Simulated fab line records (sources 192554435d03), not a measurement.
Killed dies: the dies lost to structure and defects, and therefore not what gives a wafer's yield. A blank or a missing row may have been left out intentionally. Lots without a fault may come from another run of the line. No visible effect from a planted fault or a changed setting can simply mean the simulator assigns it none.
Which tool did it? -- flow n5Finfet -- 9 lots, 25 wafers sampled, at 5 steps of a route of 1938

WHAT EACH GAUGE READ, for each wafer
N5_BEOL_M4_RC_MEAS_101. Usual: DIBL_N 37.4 mV/V, standard deviation 2.1; DIBL_P 37.8 mV/V, standard deviation 2.5; IOFF_N 0.19 nA/um, standard deviation 0.045; IOFF_P 0.24 nA/um, standard deviation 0.05; ION_N 682 uA/um, standard deviation 16; ION_P 467 uA/um, standard deviation 11; SS_N 71.9 mV/dec, standard deviation 0.67; SS_P 73.6 mV/dec, standard deviation 0.76; VT_N 247 mV, standard deviation 3.6; VT_P -248 mV, standard deviation 3.6.
lot,measured,on,DIBL_N (mV/V),DIBL_P (mV/V),IOFF_N (nA/um),IOFF_P (nA/um),ION_N (uA/um),ION_P (uA/um),SS_N (mV/dec),SS_P (mV/dec),VT_N (mV),VT_P (mV),flag
L652,day 8 13:41,prober-01,35.5 37.0,36.7 36.9,0.14 0.16,0.21 0.22,666 669,463 458,71.5 71.8,73.2 73.8,252 249,-252 -249,
L653,day 9 05:26,prober-02,36.7 37.8 39.9,36.8 38.5 39.8,0.16 0.19 0.22,0.21 0.25 0.29,680 689 668,463 465 458,71.6 72.7 73.3,72.6 73.0 74.1,250 248 246,-251 -250 -246,
L654,day 8 23:06,prober-02,38.9 35.4 33.9,39.8 36.1 34.6,0.23 0.16 0.13,0.29 0.22 0.20,704 665 682,477 459 477,73.0 72.0 71.7,74.0 73.6 72.8,242 245 250,-244 -246 -250,
L656,day 9 23:55,prober-02,38.6 36.3 38.6,38.7 36.8 39.7,0.20 0.16 0.21,0.21 0.19 0.24,692 667 699,458 448 467,72.2 72.1 72.4,74.4 73.4 74.1,246 246 245,-255 -254 -252,
L665,day 12 14:02,prober-02,35.8 36.6,36.9 37.4,0.16 0.18,0.22 0.25,687 693,474 472,71.8 72.0,73.5 73.6,250 246,-250 -247,
L668,day 13 04:29,prober-01,35.8 36.1 38.4,34.2 33.9 36.6,0.13 0.14 0.16,0.18 0.19 0.22,677 681 673,471 471 465,70.6 70.8 71.3,72.6 72.5 73.1,252 251 252,-251 -250 -249,
L670,day 13 11:37,prober-02,31.5 34.3 34.5,31.3 34.7 35.4,0.10 0.14 0.14,0.15 0.19 0.20,654 665 667,459 465 463,70.0 71.4 71.7,71.4 72.7 72.8,254 250 250,-254 -248 -251,
L671,day 14 03:58,prober-01,36.1 35.7 35.1,36.7 36.4 36.8,0.15 0.15 0.14,0.20 0.21 0.21,659 656 673,448 452 461,71.9 71.4 72.2,72.8 73.3 73.0,251 248 250,-252 -249 -252,
L672,day 14 18:05,prober-02,32.9 37.6 31.9,33.6 38.6 32.6,0.11 0.20 0.10,0.19 0.29 0.18,677 699 665,477 483 468,70.8 72.1 71.5,72.6 74.1 72.6,253 245 257,-247 -245 -248,

TOOL THAT RAN EACH LOT (tool first, then ch and the chambers of the sampled wafers, then the start)
lot,N5_BEOL_M0_SAQP_ETCH_83,N5_BEOL_M0_SAQP_MANDREL_ETCH_20,N5_BEOL_M0_SAQP_ETCH_102,N5_BEOL_M0_SAQP_MANDREL_ETCH_103
L652,"rieDiel-06 ch 2,3, day 6 06:13","rieSi-06 ch 0,3, day 6 06:28","rieSi-01 ch 0,3, day 6 09:04","rieSi-01 ch 0,3, day 6 09:06"
L653,"rieDiel-03 ch 0,1,2, day 6 17:35","rieSi-06 ch 0,1,3, day 6 17:50","rieSi-06 ch 0,3, day 6 19:38","rieSi-06 ch 0,3, day 6 19:40"
L654,"rieDiel-06 ch 0,2,3, day 6 20:59","rieSi-06 ch 0,1,2, day 6 21:13","rieSi-01 ch 0,1,2, day 6 22:39","rieSi-01 ch 0,1,2, day 6 22:41"
L656,"rieDiel-04 ch 2,3, day 7 10:55","rieSi-06 ch 0,2,3, day 7 11:10","rieSi-01 ch 0,1,2, day 7 12:35","rieSi-01 ch 0,1,2, day 7 12:37"
L665,"rieDiel-03 ch 0,2, day 9 16:10","rieSi-04 ch 0,1, day 9 16:25","rieSi-04 ch 0,2, day 9 19:08","rieSi-04 ch 0,2, day 9 19:10"
L668,"rieDiel-03 ch 0,1,2, day 10 10:57","rieSi-01 ch 1,2, day 10 11:11","rieSi-06 ch 0,2,3, day 10 13:55","rieSi-06 ch 0,2,3, day 10 13:56"
L670,"rieDiel-03 ch 1,2,3, day 10 16:12","rieSi-06 ch 2,3, day 10 16:26","rieSi-01 ch 0,3, day 10 18:01","rieSi-01 ch 0,3, day 10 18:03"
L671,"rieDiel-04 ch 0,2,3, day 11 06:31","rieSi-01 ch 2,3, day 11 06:46","rieSi-04 ch 1,2, day 11 09:12","rieSi-04 ch 1,2, day 11 09:14"
L672,"rieDiel-04 ch 1,2,3, day 11 13:56","rieSi-01 ch 1,2,3, day 11 14:10","rieSi-04 ch 0,2, day 11 15:37","rieSi-04 ch 0,2, day 11 15:39"
- N5_BEOL_M0_SAQP_ETCH_83: etches SiARC in CF4, target depth 39 nm, time 65 s.
- N5_BEOL_M0_SAQP_MANDREL_ETCH_20: etches a-Si in HBr/Cl2, stops on SiNx, target depth 60 nm, bt time 10 s, time 30 s.
- N5_BEOL_M0_SAQP_ETCH_102: etches SiO2 in CF4, target depth 4 nm, time 4.4 s.
- N5_BEOL_M0_SAQP_MANDREL_ETCH_103: etches a-Si in HBr/Cl2, stops on SiCN, target depth 45 nm, bt time 10 s, time 27 s.

WHAT THE TOOLS THEMSELVES READ (means of the sampled wafers that have a number; where no wafer has one, the mark that the record gives instead)
N5_BEOL_M0_SAQP_ETCH_83. Usual: biasW 35.98 W, standard deviation 0.1; drypumpMotorCurrentA 5.9 A, standard deviation 0.33; etchRfOnTimeS 65.4 s, standard deviation 2.4; oesProductAu 0.66 a.u., standard deviation 0.079; rfVppV 183.6 V, standard deviation 1.3; showerheadPlenumPTorr 2.11 Torr, standard deviation 0.079; throttleValvePct 15.58 %, standard deviation 0.2.
lot,tool,biasW (W),drypumpMotorCurrentA (A),etchRfOnTimeS (s),oesProductAu (a.u.),rfVppV (V),showerheadPlenumPTorr (Torr),throttleValvePct (%),flag
L652,rieDiel-06,35.95,6.0,65.8,0.63,182.2,2.15,15.70,
L653,rieDiel-03,35.98,6.0,62.3,0.68,183.3,2.12,15.71,
L654,rieDiel-06,35.95,5.8,64.9,0.62,183.5,2.11,15.72,
L656,rieDiel-04,35.91,5.9,66.9,0.62,183.8,2.13,15.73,
L665,rieDiel-03,35.92,6.2,63.0,0.80,184.3,2.16,15.43,
L668,rieDiel-03,35.93,6.0,63.4,0.73,184.4,2.11,15.62,
L670,rieDiel-03,35.91,5.9,64.4,0.67,183.2,2.06,15.55,
L671,rieDiel-04,36.06,5.7,65.0,0.69,183.7,2.07,15.45,
L672,rieDiel-04,36.05,6.0,67.6,0.68,184.2,2.13,15.47,

N5_BEOL_M0_SAQP_MANDREL_ETCH_20. Usual: biasW 75.00 W, standard deviation 0.24; drypumpMotorCurrentA 6.0 A, standard deviation 0.49; oesProductAu 0.784 a.u., standard deviation 0.014; throttleValvePct 35.6 %, standard deviation 0.4.
lot,tool,biasW (W),drypumpMotorCurrentA (A),oesProductAu (a.u.),throttleValvePct (%),flag
L652,rieSi-06,75.20,5.7,0.796,35.2,
L653,rieSi-06,75.05,5.8,0.796,35.1,
L654,rieSi-06,75.14,6.1,0.774,35.2,
L656,rieSi-06,74.75,5.7,0.783,35.2,
L665,rieSi-04,74.81,5.6,0.770,36.5,
L668,rieSi-01,74.95,6.4,0.786,35.7,
L670,rieSi-06,75.16,5.5,0.791,35.2,
L671,rieSi-01,75.15,6.3,0.783,35.7,
L672,rieSi-01,75.04,6.4,0.789,35.7,

N5_BEOL_M0_SAQP_ETCH_102. Usual: biasW 399.9 W, standard deviation 1.2; drypumpMotorCurrentA 6.1 A, standard deviation 0.45; oesProductAu 1.010 a.u., standard deviation 0.02; throttleValvePct 21.83 %, standard deviation 0.24.
lot,tool,biasW (W),drypumpMotorCurrentA (A),oesProductAu (a.u.),throttleValvePct (%),flag
L652,rieSi-01,399.8,6.3,1.020,21.72,
L653,rieSi-06,400.2,5.9,1.013,21.63,
L654,rieSi-01,400.9,6.3,1.009,21.82,
L656,rieSi-01,400.3,6.4,1.007,21.83,
L665,rieSi-04,400.0,5.5,1.020,22.21,
L668,rieSi-06,399.7,5.7,1.014,21.63,
L670,rieSi-01,398.9,6.4,1.026,21.71,
L671,rieSi-04,400.1,5.6,0.992,22.05,
L672,rieSi-04,399.8,5.6,1.014,22.12,

N5_BEOL_M0_SAQP_MANDREL_ETCH_103. Usual: biasW 74.99 W, standard deviation 0.22; drypumpMotorCurrentA 6.1 A, standard deviation 0.46; oesProductAu 0.688 a.u., standard deviation 0.013; throttleValvePct 35.6 %, standard deviation 0.38.
lot,tool,biasW (W),drypumpMotorCurrentA (A),oesProductAu (a.u.),throttleValvePct (%),flag
L652,rieSi-01,75.00,6.3,0.700,35.5,
L653,rieSi-06,75.18,6.0,0.696,35.2,
L654,rieSi-01,74.89,6.3,0.679,35.7,
L656,rieSi-01,74.85,6.3,0.689,35.7,
L665,rieSi-04,75.07,5.5,0.673,36.2,
L668,rieSi-06,74.83,5.7,0.694,35.2,
L670,rieSi-01,74.80,6.4,0.698,35.6,
L671,rieSi-04,74.95,5.6,0.679,36.0,
L672,rieSi-04,75.15,5.6,0.693,36.0,

THE ANSWER, worked out from the rows above alone
Rule: lot off if the mean of its wafers having a number is beyond 3 standard deviations from the usual mean. A lot without any number at a reading at which 4 lots or more have one is off too. The other lots that the step has rows for count as sound. First the gauges in route order, then the tools' own readings, where a lot's mean is used as printed above. At the first step where some lot is off, the reading lying furthest off is the one used; lots without a number count as furthest.
No lot is off on any of the readings shown, so nothing can be concluded from this.

WHAT THE SIMULATOR HAD PUT IN
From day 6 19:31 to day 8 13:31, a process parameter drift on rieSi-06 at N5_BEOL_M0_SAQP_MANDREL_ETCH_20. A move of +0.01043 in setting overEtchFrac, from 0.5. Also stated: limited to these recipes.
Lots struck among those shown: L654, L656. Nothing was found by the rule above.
